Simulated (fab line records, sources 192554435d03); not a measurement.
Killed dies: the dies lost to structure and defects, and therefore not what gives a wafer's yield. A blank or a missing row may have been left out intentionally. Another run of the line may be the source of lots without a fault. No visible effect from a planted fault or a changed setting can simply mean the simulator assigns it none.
fab line records	flow n5Finfet
record lots=24	wafers=72	lastDay=17
route steps=1938 shown BEOL_M0_SAQP@689 BEOL_M0_CUTY@712 BEOL_M0@735 BEOL_M1@752
lots untouched by any fault: they come from a run of this same line in which no faults occurred
startH: start of the lot's first displayed wafer, in hours after the record's first day	waitH: time in hours since the lot's previous step	" identical to the entry in the row above	L1.1+2: one row covering several wafers at once	- no value, or no start was given	* or withheld: withheld	< > ~ a bound
route shown NAME@n: a module of which the file shows steps, and the number in the route of the first	usual: mean and standard deviation over wafers with no fault	same: alike in all rows	chamber/n: place in a boat	sites: readings site by site	_std_site: the values' standard deviation	_edge_site: outer sites' mean less inner sites'	radiusMm: how far each site lies from the wafer's centre	mask NAME#n: copy n	behind: tool/chamber where the wafer was last shaped	hold: cause of the lot's hold/its duration in hours/its outcome	device: the transistor (n, p or np) that didn't switch	end of line: tests run on the same wafers once the route is complete	for a step that has no rows: nothing shown but its recipe	killed: dies that structure and defects cost at the first sort, which is not the same as the wafer's yield	map: shows each die of a wafer: x if killed, . if not, _ if none is there
set.NAME: the setting that was run; set.NAME@STEP: the one run at that earlier step	model.NAME: the simulator's own value behind a step, which no gauge read
one table for each step of the route and one row for each wafer, over a sample of lots
services: from which hour (startH, from the record's first day; less than 0 if before it) a tool's chamber was out of use, for how many hours, and why
## steps
# step N5_BEOL_M0_SAQP_CD_MEAS_40
# recipe targetCdNm=30	landingEnergyEv=500	detector=seInlens
# usual cdNm=30.04/0.27
lot.wafer	tool	chamber	startH	waitH	cdNm
L074.2	cdSem-01	0	111.72	-	30.59
L074.3	"	0	"	"	30.45
L074.4	"	0	"	"	29.97
L075.3	cdSem-02	0	116.44	-	29.86
L075.5	"	0	"	"	30.15
L075.6	"	0	"	"	30.39
L076.2	cdSem-01	0	121.07	-	30.26
L076.5	"	0	"	"	29.96
L076.6	"	0	"	"	29.91
L077.2	cdSem-03	0	127.09	-	29.86
L077.5	"	0	"	"	29.82
L077.6	"	0	"	"	30.32
L078.1	cdSem-03	0	137.17	-	30.76
L078.3	"	0	"	"	29.88
L078.6	"	0	"	"	29.87
L079.3	cdSem-02	0	141.52	-	29.92
L079.5	"	0	"	"	29.88
L079.6	"	0	"	"	30.13
L080.1	cdSem-03	0	144.29	-	30.08
L080.4	"	0	"	"	29.82
L080.5	"	0	"	"	29.33
L081.2	cdSem-03	0	154.27	-	29.57
L081.4	"	0	"	"	30.02
L081.6	"	0	"	"	29.81
L082.1	cdSem-02	0	157.15	-	30.38
L082.2	"	0	"	"	29.73
L082.4	"	0	"	"	29.81
L083.4	cdSem-03	0	160.83	-	29.56
L083.5	"	0	"	"	30.20
L083.6	"	0	"	"	30.27
L084.3	cdSem-01	0	168.10	-	29.99
L084.4	"	0	"	"	30.15
L084.5	"	0	"	"	30.10
L085.2	cdSem-02	0	178.21	-	29.97
L085.3	"	0	"	"	29.94
L085.6	"	0	"	"	30.38
L086.1	cdSem-03	0	184.52	-	29.96
L086.2	"	0	"	"	30.01
L086.4	"	0	"	"	29.53
L087.2	cdSem-01	0	187.97	-	30.39
L087.3	"	0	"	"	29.98
L087.6	"	0	"	"	30.37
L088.1	cdSem-03	0	198.23	-	29.89
L088.2	"	0	"	"	29.71
L088.4	"	0	"	"	29.61
L090.1	cdSem-03	0	200.44	-	30.17
L090.4	"	0	"	"	30.26
L090.6	"	0	"	"	30.14
L091.1	cdSem-03	0	209.42	-	29.69
L091.3	"	0	"	"	29.82
L091.4	"	0	"	"	29.70
L089.1	cdSem-01	0	214.71	-	29.99
L089.4	"	0	"	"	29.98
L089.6	"	0	"	"	29.79
L092.2	cdSem-03	0	219.20	-	30.21
L092.4	"	0	"	"	30.14
L092.6	"	0	"	"	30.01
L093.1	cdSem-03	0	226.88	-	30.50
L093.5	"	0	"	"	30.31
L093.6	"	0	"	"	30.48
L094.2	cdSem-01	0	231.48	-	29.20
L094.3	"	0	"	"	30.06
L094.5	"	0	"	"	30.25
L095.1	cdSem-02	0	234.81	-	30.20
L095.2	"	0	"	"	30.08
L095.4	"	0	"	"	30.10
L096.2	cdSem-01	0	242.62	-	29.77
L096.3	"	0	"	"	29.36
L096.4	"	0	"	"	29.99
L097.2	cdSem-01	0	250.40	-	30.12
L097.3	"	0	"	"	30.00
L097.6	"	0	"	"	29.59
# step N5_BEOL_M0_SAQP_ETCH_88
# recipe chemistry=N2/H2	target=underlayer	targetDepthA=65	timeS=5.2	ionEnergyEv=200	maskMaterial=CAR-EUV	pressureMtorr=30	sourceW=840	biasW=150	n2FlowSccm=200	h2FlowSccm=200	ends=cleared
# usual drypumpMotorCurrentA=5.6/0.54	etchRfOnTimeS=5.19/0.11	oesProductAu=0.67/0.064	rfVppV=523.9/2.8	showerheadPlenumPTorr=2.55/0.094	throttleValvePct=17.83/0.27
lot.wafer	tool	chamber	startH	waitH	drypumpMotorCurrentA	etchRfOnTimeS	oesProductAu	rfHoursCounterH	rfVppV	showerheadPlenumPTorr	throttleValvePct
L074.2	rieDiel-03	2	111.88	0.0	5.1	5.20	0.66	136	522.3	2.43	17.55
L074.3	"	0	"	"	5.9	5.32	0.64	143	525.4	2.56	18.05
L074.4	"	3	"	"	5.4	5.22	0.62	210	527.7	2.62	17.90
L075.3	rieDiel-03	0	116.59	0.0	5.9	5.37	0.63	145	525.2	2.55	18.06
L075.5	"	0	"	"	5.9	5.38	0.63	-	524.6	2.55	18.05
L075.6	"	1	"	"	6.1	5.22	0.79	-	520.7	2.52	17.84
L076.2	rieDiel-01	2	121.23	0.0	5.0	5.26	0.60	214	523.5	2.52	18.37
L076.5	"	1	"	"	5.8	4.98	0.77	-	524.3	2.59	17.74
L076.6	"	2	"	"	5.0	5.23	0.61	-	522.5	2.52	18.39
L077.2	rieDiel-03	1	127.26	0.0	6.1	5.27	0.78	24	521.8	2.52	17.87
L077.5	"	2	"	"	5.1	5.29	0.66	-	519.2	2.42	17.55
L077.6	"	3	"	"	5.4	5.25	0.61	-	527.7	2.62	17.93
L078.1	rieDiel-01	1	137.33	0.0	5.8	4.99	0.77	33	526.7	2.59	17.73
L078.3	"	0	"	"	4.9	5.08	0.76	45	525.7	2.60	18.01
L078.6	"	0	"	"	4.9	5.15	0.77	-	522.9	2.60	18.02
L079.3	rieDiel-01	0	141.84	0.0	4.9	5.12	0.77	47	525.3	2.60	18.01
L079.5	"	2	"	"	5.0	5.19	0.60	-	523.1	2.52	18.41
L079.6	"	0	"	"	4.9	5.13	0.74	-	525.3	2.60	18.05
L080.1	rieDiel-01	2	144.45	0.0	5.0	5.27	0.60	222	523.9	2.51	18.42
L080.4	"	0	"	"	4.9	5.18	0.75	-	528.1	2.60	18.01
L080.5	"	2	"	"	5.0	5.21	0.60	-	522.2	2.52	18.39
L081.2	rieDiel-05	0	154.43	0.0	5.6	5.01	0.67	111	521.7	2.35	17.79
L081.4	"	2	"	"	6.8	4.99	0.71	96	527.9	2.68	17.45
L081.6	"	0	"	"	5.6	5.03	0.68	-	517.7	2.35	17.75
L082.1	rieDiel-05	3	157.31	0.0	5.8	5.22	0.61	205	527.7	2.61	17.44
L082.2	"	2	"	"	6.7	5.04	0.71	96	527.7	2.68	17.48
L082.4	"	0	"	"	5.6	5.00	0.67	112	518.9	2.35	17.78
L083.4	rieDiel-05	1	160.98	0.0	6.1	5.26	0.72	53	526.5	2.70	17.61
L083.5	"	3	"	"	5.8	5.24	0.60	-	526.4	2.61	17.44
L083.6	"	2	"	"	6.7	5.01	0.71	-	524.5	2.67	17.47
L084.3	rieDiel-03	1	168.32	0.0	6.1	5.25	0.76	37	522.4	2.51	17.88
L084.4	"	2	"	"	5.1	5.22	0.65	154	520.5	2.42	17.60
L084.5	"	2	"	"	5.1	5.26	0.65	-	522.2	2.42	17.58
L085.2	rieDiel-01	1	178.36	0.0	5.8	5.07	0.74	41	523.7	2.58	17.72
L085.3	"	3	"	"	5.3	5.23	0.60	208	520.9	2.43	17.92
L085.6	"	0	"	"	4.9	5.17	0.75	-	523.5	2.60	18.08
L086.1	rieDiel-05	3	184.68	0.0	5.7	5.19	0.61	211	527.5	2.61	17.43
L086.2	"	2	"	"	6.8	4.99	0.71	104	527.8	2.67	17.50
L086.4	"	1	"	"	6.1	5.20	0.71	61	530.5	2.70	17.64
L087.2	rieDiel-01	2	188.13	0.0	5.0	5.34	0.58	236	522.6	2.51	18.42
L087.3	"	3	"	"	5.4	5.26	0.59	210	520.9	2.43	17.95
L087.6	"	0	"	"	4.9	5.10	0.74	-	524.3	2.59	18.06
L088.1	rieDiel-03	3	198.39	0.0	5.4	5.32	0.60	236	523.4	2.61	17.94
L088.2	"	1	"	"	6.1	5.17	0.76	46	524.2	2.51	17.91
L088.4	"	2	"	"	5.1	5.18	0.64	163	521.3	2.42	17.58
L090.1	rieDiel-01	0	200.60	0.0	4.9	5.14	0.75	65	524.9	2.59	18.05
L090.4	"	2	"	"	5.0	5.37	0.59	239	520.9	2.51	18.43
L090.6	"	0	"	"	4.9	5.11	0.75	-	526.3	2.59	18.06
L091.1	rieDiel-03	3	209.71	0.0	5.4	5.24	0.59	239	526.8	2.61	17.96
L091.3	"	0	"	"	5.9	5.39	0.61	170	525.5	2.54	18.11
L091.4	"	2	"	"	5.1	5.21	0.64	166	520.2	2.41	17.60
L089.1	rieDiel-05	2	215.02	0.0	6.8	5.11	0.68	112	526.5	2.67	17.50
L089.4	"	1	"	"	6.1	5.20	0.69	70	528.2	2.70	17.63
L089.6	"	2	"	"	6.8	5.06	0.69	-	527.5	2.67	17.48
L092.2	rieDiel-01	0	219.36	0.0	4.9	5.13	0.73	71	526.0	2.59	18.08
L092.4	"	1	"	"	5.8	5.06	0.73	-	524.0	2.58	17.76
L092.6	"	2	"	"	5.0	5.31	0.58	-	521.4	2.50	18.46
L093.1	rieDiel-05	1	227.03	0.0	6.1	5.26	0.70	73	529.1	2.69	17.64
L093.5	"	2	"	"	6.8	5.14	0.68	-	526.7	2.67	17.51
L093.6	"	3	"	"	5.8	5.19	0.60	-	526.2	2.60	17.47
L094.2	rieDiel-03	2	231.64	0.0	5.1	5.29	0.63	173	519.8	2.41	17.60
L094.3	"	0	"	"	5.9	5.42	0.61	177	522.4	2.54	18.11
L094.5	"	1	"	"	6.1	5.26	0.74	-	522.4	2.50	17.90
L095.1	rieDiel-03	3	234.97	0.0	5.4	5.26	0.59	247	523.1	2.61	17.98
L095.2	"	1	"	"	6.1	5.26	0.74	59	522.0	2.50	17.91
L095.4	"	2	"	"	5.1	5.22	0.64	175	522.1	2.41	17.61
L096.2	rieDiel-05	0	242.89	0.0	5.6	5.02	0.65	138	516.9	2.34	17.83
L096.3	"	3	"	"	5.8	5.25	0.58	229	524.3	2.60	17.47
L096.4	"	2	"	"	6.8	5.10	0.68	120	525.8	2.67	17.52
L097.2	rieDiel-03	1	250.56	0.0	6.1	5.22	0.73	64	521.8	2.50	17.94
L097.3	"	2	"	"	5.0	5.20	0.63	180	520.6	2.41	17.61
L097.6	"	2	"	"	5.0	5.22	0.64	-	520.7	2.41	17.62
# step N5_BEOL_M0_CUTY_ETCH_62
# recipe chemistry=CF4	target=SiARC	maskMaterial=CAR-ArF-block	timeS=58.5	ionEnergyEv=80	pressureMtorr=40	sourceW=545	biasW=36	Ar_flow_sccm=100	cf4FlowSccm=100	ends=cleared
# usual drypumpMotorCurrentA=5.7/0.42	etchRfOnTimeS=58.1/1.4	oesProductAu=0.68/0.074	rfVppV=184.0/1.1	showerheadPlenumPTorr=2.14/0.064	throttleValvePct=15.71/0.21
lot.wafer	tool	chamber	startH	waitH	drypumpMotorCurrentA	etchRfOnTimeS	oesProductAu	rfHoursCounterH	rfVppV	showerheadPlenumPTorr	throttleValvePct
L074.2	rieDiel-04	1	114.13	0.0	5.4	56.3	0.79	32	184.6	2.17	15.50
L074.3	"	2	"	"	6.4	59.4	0.63	161	183.0	2.05	15.57
L074.4	"	2	"	"	6.4	58.9	0.63	-	182.9	2.05	15.56
L075.3	rieDiel-02	1	118.66	0.0	5.6	57.5	0.62	184	183.3	2.22	15.92
L075.5	"	0	"	"	5.3	57.8	0.78	-	185.5	2.20	15.70
L075.6	"	3	"	"	5.7	56.3	0.77	-	186.8	2.25	15.39
L076.2	rieDiel-04	1	122.91	0.0	5.4	55.5	0.79	36	182.8	2.17	15.52
L076.5	"	0	"	"	6.1	59.0	0.68	-	182.6	2.09	15.58
L076.6	"	3	"	"	5.7	57.9	0.63	-	184.3	2.15	15.96
L077.2	rieDiel-04	2	128.54	0.0	6.4	59.4	0.63	168	182.1	2.05	15.57
L077.5	"	1	"	"	5.4	56.5	0.78	-	183.5	2.17	15.52
L077.6	"	0	"	"	6.1	59.2	0.68	-	183.0	2.09	15.60
L078.1	rieDiel-02	2	138.72	0.0	5.0	59.4	0.62	184	185.0	2.15	15.77
L078.3	"	0	"	"	5.3	57.9	0.77	28	184.1	2.19	15.74
L078.6	"	1	"	"	5.5	57.8	0.62	-	184.4	2.22	15.93
L079.3	rieDiel-04	0	143.67	0.0	6.1	58.9	0.68	95	183.7	2.08	15.60
L079.5	"	1	"	"	5.4	56.0	0.77	-	184.7	2.17	15.53
L079.6	"	2	"	"	6.4	59.1	0.63	-	183.2	2.05	15.59
L080.1	rieDiel-04	2	145.84	0.0	6.4	59.0	0.63	174	183.8	2.05	15.59
L080.4	"	0	"	"	6.2	58.8	0.68	97	182.2	2.08	15.61
L080.5	"	0	"	"	6.1	59.1	0.68	-	183.5	2.08	15.62
L081.2	rieDiel-04	0	156.10	0.0	6.2	59.0	0.67	100	183.2	2.08	15.60
L081.4	"	3	"	"	5.7	58.3	0.63	191	184.6	2.14	15.95
L081.6	"	2	"	"	6.4	59.0	0.63	-	182.5	2.05	15.60
L082.1	rieDiel-06	2	158.73	0.0	5.3	57.8	0.62	203	183.7	2.04	15.85
L082.2	"	0	"	"	6.0	55.9	0.58	269	184.5	2.17	15.79
L082.4	"	0	"	"	5.9	56.2	0.58	-	184.2	2.17	15.77
L083.4	rieDiel-02	3	162.59	0.0	5.7	57.0	0.75	-	185.6	2.25	15.41
L083.5	"	0	"	"	5.3	58.4	0.76	-	184.0	2.19	15.76
L083.6	"	2	"	"	5.0	59.5	0.61	-	185.0	2.14	15.78
L084.3	rieDiel-02	3	169.74	0.0	5.8	57.3	0.73	51	185.3	2.25	15.43
L084.4	"	3	"	"	5.8	56.6	0.74	-	183.8	2.25	15.41
L084.5	"	2	"	"	5.0	59.4	0.61	-	183.4	2.14	15.80
L085.2	rieDiel-02	2	179.94	0.0	5.0	58.7	0.61	200	184.3	2.14	15.80
L085.3	"	3	"	"	5.8	55.9	0.73	56	185.5	2.24	15.41
L085.6	"	2	"	"	5.0	58.8	0.62	-	183.1	2.14	15.81
L086.1	rieDiel-02	3	186.84	0.0	5.7	57.1	0.73	58	186.0	2.24	15.44
L086.2	"	1	"	"	5.5	57.8	0.61	204	184.5	2.22	15.95
L086.4	"	2	"	"	5.0	59.5	0.61	203	183.7	2.14	15.81
L087.2	rieDiel-04	3	189.80	0.0	5.6	59.2	0.61	201	184.5	2.14	15.98
L087.3	"	0	"	"	6.1	59.1	0.66	111	182.6	2.08	15.63
L087.6	"	0	"	"	6.1	59.5	0.66	-	184.4	2.08	15.65
L088.1	rieDiel-04	1	199.82	0.0	5.4	56.6	0.74	63	184.3	2.16	15.57
L088.2	"	3	"	"	5.7	58.8	0.62	205	182.8	2.14	16.01
L088.4	"	2	"	"	6.4	60.1	0.61	191	182.4	2.04	15.61
L090.1	rieDiel-06	3	201.91	0.0	5.9	60.7	0.57	260	184.6	2.10	16.26
L090.4	"	3	"	"	5.9	60.7	0.57	-	183.9	2.10	16.27
L090.6	"	1	"	"	6.1	59.9	0.59	-	185.4	2.20	16.02
L091.1	rieDiel-04	1	211.53	0.0	5.4	55.7	0.76	66	184.1	2.16	15.57
L091.3	"	2	"	"	6.4	59.3	0.62	195	181.5	2.04	15.64
L091.4	"	3	"	"	5.7	58.8	0.61	-	184.0	2.14	16.01
L089.1	rieDiel-02	3	216.29	0.0	5.7	56.8	0.72	69	186.1	2.24	15.46
L089.4	"	1	"	"	5.5	57.7	0.61	213	185.2	2.21	15.98
L089.6	"	3	"	"	5.7	56.4	0.72	-	186.0	2.24	15.45
L092.2	rieDiel-02	0	220.62	0.0	5.3	59.4	0.71	59	185.4	2.18	15.81
L092.4	"	3	"	"	5.7	58.2	0.71	71	187.2	2.24	15.47
L092.6	"	1	"	"	5.5	58.4	0.60	-	185.0	2.21	15.99
L093.1	rieDiel-04	3	229.07	0.0	5.6	58.5	0.61	217	183.5	2.14	16.04
L093.5	"	0	"	"	6.2	59.3	0.65	-	183.7	2.08	15.65
L093.6	"	3	"	"	5.6	58.8	0.61	-	183.5	2.14	16.02
L094.2	rieDiel-04	1	233.20	0.0	5.4	55.7	0.74	76	183.7	2.15	15.59
L094.3	"	0	"	"	6.1	59.9	0.64	123	184.0	2.08	15.66
L094.5	"	2	"	"	6.4	59.2	0.61	-	183.6	2.04	15.66
L095.1	rieDiel-04	1	237.43	0.0	5.4	55.3	0.74	78	183.9	2.15	15.61
L095.2	"	2	"	"	6.4	59.3	0.60	207	183.2	2.04	15.66
L095.4	"	0	"	"	6.1	58.9	0.65	126	182.3	2.07	15.66
L096.2	rieDiel-06	2	244.28	0.0	5.3	58.4	0.60	239	182.9	2.03	15.92
L096.3	"	3	"	"	5.9	59.2	0.81	5	183.8	2.10	15.74
L096.4	"	0	"	"	6.0	55.1	0.85	-	185.5	2.17	15.28
L097.2	rieDiel-06	3	252.91	0.0	6.0	59.2	0.79	9	183.1	2.10	15.75
L097.3	"	0	"	"	6.0	55.0	0.85	13	184.2	2.16	15.27
L097.6	"	2	"	"	5.3	57.7	0.60	-	182.2	2.03	15.94
# step N5_BEOL_M0_ANNEAL_117
# recipe tempC=400	timeS=60	ambient=vacuum
# usual heaterPowerW=832/61
lot.wafer	tool	chamber	startH	waitH	heaterPowerW
L074.2	pvdSputter-02	-	117.29	0.0	885
L074.3	"	-	"	"	794
L074.4	"	-	"	"	725
L075.3	pvdSputter-03	-	122.27	0.0	880
L075.5	"	-	"	"	853
L075.6	"	-	"	"	901
L076.2	pvdSputter-01	-	126.29	0.0	728
L076.5	"	-	"	"	816
L076.6	"	-	"	"	720
L077.2	pvdSputter-01	-	136.34	0.0	904
L077.5	"	-	"	"	888
L077.6	"	-	"	"	730
L078.1	pvdSputter-01	-	142.96	0.0	727
L078.3	"	-	"	"	816
L078.6	"	-	"	"	800
L079.3	pvdSputter-03	-	148.06	0.0	866
L079.5	"	-	"	"	909
L079.6	"	-	"	"	895
L080.1	pvdSputter-03	-	150.64	0.0	748
L080.4	"	-	"	"	882
L080.5	"	-	"	"	894
L081.2	pvdSputter-02	-	159.66	0.0	743
L081.4	"	-	"	"	854
L081.6	"	-	"	"	882
L082.1	pvdSputter-01	-	162.48	0.0	900
L082.2	"	-	"	"	844
L082.4	"	-	"	"	792
L083.4	pvdSputter-02	-	164.92	0.0	745
L083.5	"	-	"	"	741
L083.6	"	-	"	"	877
L084.3	pvdSputter-03	-	173.11	0.0	846
L084.4	"	-	"	"	896
L084.5	"	-	"	"	901
L085.2	pvdSputter-02	-	181.91	0.0	774
L085.3	"	-	"	"	785
L085.6	"	-	"	"	748
L086.1	pvdSputter-03	-	189.88	0.0	777
L086.2	"	-	"	"	896
L086.4	"	-	"	"	874
L087.2	pvdSputter-01	-	193.19	0.0	886
L087.3	"	-	"	"	793
L087.6	"	-	"	"	885
L090.1	pvdSputter-02	-	205.18	0.0	743
L090.4	"	-	"	"	802
L090.6	"	-	"	"	779
L088.1	pvdSputter-03	-	208.27	0.0	866
L088.2	"	-	"	"	824
L088.4	"	-	"	"	903
L091.1	pvdSputter-02	-	213.86	0.0	800
L091.3	"	-	"	"	773
L091.4	"	-	"	"	847
L089.1	pvdSputter-01	-	221.31	0.0	871
L089.4	"	-	"	"	797
L089.6	"	-	"	"	879
L092.2	pvdSputter-03	-	223.95	0.0	886
L092.4	"	-	"	"	838
L092.6	"	-	"	"	922
L093.1	pvdSputter-03	-	232.71	0.0	908
L093.5	"	-	"	"	818
L093.6	"	-	"	"	899
L094.2	pvdSputter-01	-	236.64	0.0	793
L094.3	"	-	"	"	859
L094.5	"	-	"	"	806
L095.1	pvdSputter-01	-	242.09	0.0	746
L095.2	"	-	"	"	776
L095.4	"	-	"	"	867
L096.2	pvdSputter-03	-	248.77	0.0	836
L096.3	"	-	"	"	763
L096.4	"	-	"	"	929
L097.2	pvdSputter-03	-	260.14	0.0	898
L097.3	"	-	"	"	842
L097.6	"	-	"	"	896
# step N5_BEOL_M1_THK_MEAS_01
# recipe reads=SiOC_of_BEOL_M1_ILD_DEP_00
# usual M1_ILD_THK=79.4/1
lot.wafer	tool	chamber	startH	waitH	M1_ILD_THK[nm]
L074.2	filmMetro-01	-	118.79	0.1	78.6
L074.3	"	-	"	"	79.3
L074.4	"	-	"	"	79.7
L075.3	filmMetro-02	-	123.99	0.1	78.5
L075.5	"	-	"	"	79.8
L075.6	"	-	"	"	79.6
L076.2	filmMetro-02	-	127.79	0.1	79.4
L076.5	"	-	"	"	79.4
L076.6	"	-	"	"	80.6
L077.2	filmMetro-01	-	139.12	0.1	77.8
L077.5	"	-	"	"	79.5
L077.6	"	-	"	"	79.8
L078.1	filmMetro-02	-	144.52	0.0	79.3
L078.3	"	-	"	"	78.9
L078.6	"	-	"	"	79.4
L079.3	filmMetro-02	-	149.57	0.1	80.4
L079.5	"	-	"	"	79.2
L079.6	"	-	"	"	80.4
L080.1	filmMetro-02	-	152.18	0.0	77.1
L080.4	"	-	"	"	78.8
L080.5	"	-	"	"	79.7
L081.2	filmMetro-02	-	161.15	0.1	79.0
L081.4	"	-	"	"	81.1
L081.6	"	-	"	"	80.2
L082.1	filmMetro-02	-	163.97	0.1	78.7
L082.2	"	-	"	"	80.4
L082.4	"	-	"	"	80.4
L083.4	filmMetro-02	-	166.41	0.0	79.1
L083.5	"	-	"	"	78.3
L083.6	"	-	"	"	77.8
L084.3	filmMetro-01	-	174.57	0.1	78.3
L084.4	"	-	"	"	78.9
L084.5	"	-	"	"	78.6
L085.2	filmMetro-01	-	183.45	0.1	78.1
L085.3	"	-	"	"	79.4
L085.6	"	-	"	"	79.7
L086.1	filmMetro-02	-	191.62	0.0	79.6
L086.2	"	-	"	"	78.7
L086.4	"	-	"	"	79.2
L087.2	filmMetro-02	-	194.71	0.1	78.8
L087.3	"	-	"	"	77.8
L087.6	"	-	"	"	80.4
L090.1	filmMetro-02	-	207.05	0.0	79.1
L090.4	"	-	"	"	80.0
L090.6	"	-	"	"	81.0
L088.1	filmMetro-01	-	210.69	0.1	79.4
L088.2	"	-	"	"	80.0
L088.4	"	-	"	"	81.2
L091.1	filmMetro-02	-	215.32	0.0	79.0
L091.3	"	-	"	"	79.8
L091.4	"	-	"	"	79.8
L089.1	filmMetro-01	-	223.04	0.0	78.7
L089.4	"	-	"	"	80.3
L089.6	"	-	"	"	79.6
L092.2	filmMetro-01	-	225.90	0.1	79.5
L092.4	"	-	"	"	79.9
L092.6	"	-	"	"	81.3
L093.1	filmMetro-01	-	234.20	0.0	80.0
L093.5	"	-	"	"	81.2
L093.6	"	-	"	"	81.2
L094.2	filmMetro-01	-	238.16	0.1	78.4
L094.3	"	-	"	"	79.1
L094.5	"	-	"	"	78.8
L095.1	filmMetro-02	-	244.41	0.1	80.0
L095.2	"	-	"	"	79.4
L095.4	"	-	"	"	81.1
L096.2	filmMetro-02	-	250.22	0.1	78.8
L096.3	"	-	"	"	78.0
L096.4	"	-	"	"	79.8
L097.2	filmMetro-01	-	261.60	0.1	79.3
L097.3	"	-	"	"	79.6
L097.6	"	-	"	"	80.1
# step N5_BEOL_M1_OVL_MEAS_29
# recipe pointsPerWafer=522
# usual V0_OVL=0.3/0.58
lot.wafer	tool	chamber	startH	waitH	V0_OVL[nm]
L074.2	overlay-01	0	122.10	0.0	0.6
L074.3	"	0	"	"	0.1
L074.4	"	0	"	"	0.7
L075.3	overlay-02	0	126.09	0.0	-0.1
L075.5	"	0	"	"	0.5
L075.6	"	0	"	"	0.6
L076.2	overlay-01	0	131.49	0.0	0.0
L076.5	"	0	"	"	0.4
L076.6	"	0	"	"	0.0
L077.2	overlay-01	0	142.51	0.0	-0.4
L077.5	"	0	"	"	0.8
L077.6	"	0	"	"	0.2
L078.1	overlay-01	0	146.19	0.0	-0.3
L078.3	"	0	"	"	-0.2
L078.6	"	0	"	"	-1.2
L079.3	overlay-02	0	152.60	0.0	-0.1
L079.5	"	0	"	"	0.3
L079.6	"	0	"	"	-0.2
L080.1	overlay-02	0	154.50	0.0	-0.2
L080.4	"	0	"	"	0.2
L080.5	"	0	"	"	-0.5
L081.2	overlay-01	0	164.29	0.0	-0.4
L081.4	"	0	"	"	0.0
L081.6	"	0	"	"	-0.3
L082.1	overlay-01	0	165.68	0.0	0.6
L082.2	"	0	"	"	0.4
L082.4	"	0	"	"	0.3
L083.4	overlay-01	0	169.85	0.0	0.2
L083.5	"	0	"	"	-0.5
L083.6	"	0	"	"	-0.1
L084.3	overlay-01	0	177.21	0.0	0.3
L084.4	"	0	"	"	1.0
L084.5	"	0	"	"	1.0
L085.2	overlay-01	0	185.18	0.0	0.3
L085.3	"	0	"	"	0.4
L085.6	"	0	"	"	0.0
L086.1	overlay-01	0	194.49	0.0	0.6
L086.2	"	0	"	"	0.2
L086.4	"	0	"	"	0.7
L087.2	overlay-01	0	196.97	0.0	-0.3
L087.3	"	0	"	"	-0.1
L087.6	"	0	"	"	-0.1
L090.1	overlay-01	0	210.27	0.0	-0.3
L090.4	"	0	"	"	-0.7
L090.6	"	0	"	"	0.3
L088.1	overlay-01	0	213.27	0.1	0.8
L088.2	"	0	"	"	1.2
L088.4	"	0	"	"	1.3
L091.1	overlay-01	0	216.99	0.0	0.5
L091.3	"	0	"	"	0.1
L091.4	"	0	"	"	0.2
L089.1	overlay-01	0	225.95	0.0	-0.2
L089.4	"	0	"	"	-0.4
L089.6	"	0	"	"	-0.8
L092.2	overlay-01	0	227.41	0.0	1.5
L092.4	"	0	"	"	0.9
L092.6	"	0	"	"	1.2
L093.1	overlay-02	0	236.86	0.0	0.4
L093.5	"	0	"	"	1.0
L093.6	"	0	"	"	0.5
L094.2	overlay-01	0	239.72	0.0	0.2
L094.3	"	0	"	"	1.1
L094.5	"	0	"	"	-0.3
L095.1	overlay-02	0	246.32	0.0	0.9
L095.2	"	0	"	"	-0.5
L095.4	"	0	"	"	1.1
L096.2	overlay-01	0	252.56	0.0	1.1
L096.3	"	0	"	"	1.2
L096.4	"	0	"	"	0.1
L097.2	overlay-02	0	264.54	0.0	0.0
L097.3	"	0	"	"	0.4
L097.6	"	0	"	"	0.5
## services
tool	chamber	startH	hours	kind
rieDiel-06	1	88.98	2.9	repair
rieDiel-02	3	89.46	1.7	repair
rieDiel-06	1	102.88	93.9	repair
rieDiel-01	-	105.87	0.6	repair
rieDiel-04	3	109.30	9.0	repair
pvdSputter-03	-	116.95	1.2	repair
rieDiel-01	1	140.00	12.9	repair
rieDiel-05	-	159.79	0.5	repair
rieDiel-02	1	162.23	15.8	repair
rieDiel-03	0	181.89	7.9	repair
rieDiel-02	-	192.75	0.2	repair
rieDiel-06	0	198.38	-	clean
rieDiel-04	0	208.52	8.1	repair
rieDiel-01	3	211.88	14.8	repair
rieDiel-06	-	224.00	4.3	pm
rieDiel-01	2	230.42	-	clean
rieDiel-01	2	230.42	-	consumableReplace:focusRing
rieDiel-01	2	230.42	13.2	scheduledDown
rieDiel-01	2	230.42	13.2	ventCycle
rieDiel-03	3	232.01	2.0	repair
rieDiel-03	3	245.09	-	clean
rieDiel-03	3	245.09	-	consumableReplace:focusRing
rieDiel-03	3	245.09	17.9	scheduledDown
rieDiel-03	3	245.09	17.9	ventCycle
## key
fault none
